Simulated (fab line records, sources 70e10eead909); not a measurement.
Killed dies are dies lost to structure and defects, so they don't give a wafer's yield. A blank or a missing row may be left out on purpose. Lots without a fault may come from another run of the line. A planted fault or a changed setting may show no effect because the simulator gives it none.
Which tool did it? | flow nand_harc | 6 lots, 18 wafers sampled, at 3 steps of a route of 1159

WHAT THE GAUGES READ, wafer by wafer
NHARC_P_GATE_CD_MEAS_46: target cd 720 nm.
lot  | measured     | on        | cd_nm (nm)
L107 | day 7 17:27  | cd_sem-01 | 719.8 723.3 721.2
L113 | day 8 10:44  | cd_sem-03 | 723.4 722.4 720.6
L115 | day 8 12:53  | cd_sem-02 | 722.4 721.7 722.9
L119 | day 8 23:22  | cd_sem-02 | - - -
L121 | day 9 03:37  | cd_sem-01 | 720.0 718.0 720.3
L128 | day 10 16:39 | cd_sem-02 | 720.4 721.1 720.0

WHICH TOOL RAN EACH LOT (tool, then ch and the chambers of the sampled wafers, then the start)
lot  | NHARC_P_GATE_ETCH_114                        | NHARC_P_GATE_EXPOSE_43
L107 | rie_diel-06 ch 0,1,2, day 7 17:17 or earlier | krf_scanner-02 ch 0, day 7 17:17
L113 | rie_diel-06 ch 0,2,3, day 8 10:34 or earlier | krf_scanner-04 ch 0, day 8 10:34
L115 | rie_diel-06 ch 1,2,3, day 8 12:43 or earlier | krf_scanner-01 ch 0, day 8 12:43
L119 | rie_diel-06 ch 0,1,2, day 8 23:13 or earlier | krf_scanner-01 ch 0, day 8 23:13
L121 | rie_diel-05 ch 2,3, day 9 03:26 or earlier   | krf_scanner-01 ch 0, day 9 03:26
L128 | rie_diel-06 ch 2,3, day 10 16:29 or earlier  | krf_scanner-01 ch 0, day 10 16:29
- NHARC_P_GATE_ETCH_114: etches the open film in CF4/O2, target depth 30 nm, overetch 3 nm, time 16.5 s.
- NHARC_P_GATE_EXPOSE_43: exposes mask P NSD, target cd 720 nm.

THE ANSWER, worked out from the rows above alone
Rule: what is usual is taken from the lots themselves. Put in order of their means at a reading, lots are off if they are a third of the lots or fewer, leave a main group of 4 or more, and stand apart from it by a gap of 3 or more times the standard deviation of the main group's means; of several such gaps the widest counts. A main group whose means are all the same, to the digits that the tables above print for the reading, isn't used. A lot without any number at a reading at which 4 lots or more have one is off too. The other lots that the step has rows for count as sound.
Off: L119, at NHARC_P_GATE_CD_MEAS_46 (cd_nm). Without a number there: L119. The main group: mean 721.2 nm, standard deviation 1.1.
A tool fits if, at a process step before that reading, it ran every lot that is off, and no sound lot after the first of them. The gauges at NHARC_P_GATE_CD_MEAS_46 are tried like those tools. NHARC_P_GATE_ETCH_114 gives no start for some lots, so the hours and the order of its lots are those of NHARC_P_GATE_EXPOSE_43. None of those tried fits.

WHAT THE SIMULATOR HAD PUT IN
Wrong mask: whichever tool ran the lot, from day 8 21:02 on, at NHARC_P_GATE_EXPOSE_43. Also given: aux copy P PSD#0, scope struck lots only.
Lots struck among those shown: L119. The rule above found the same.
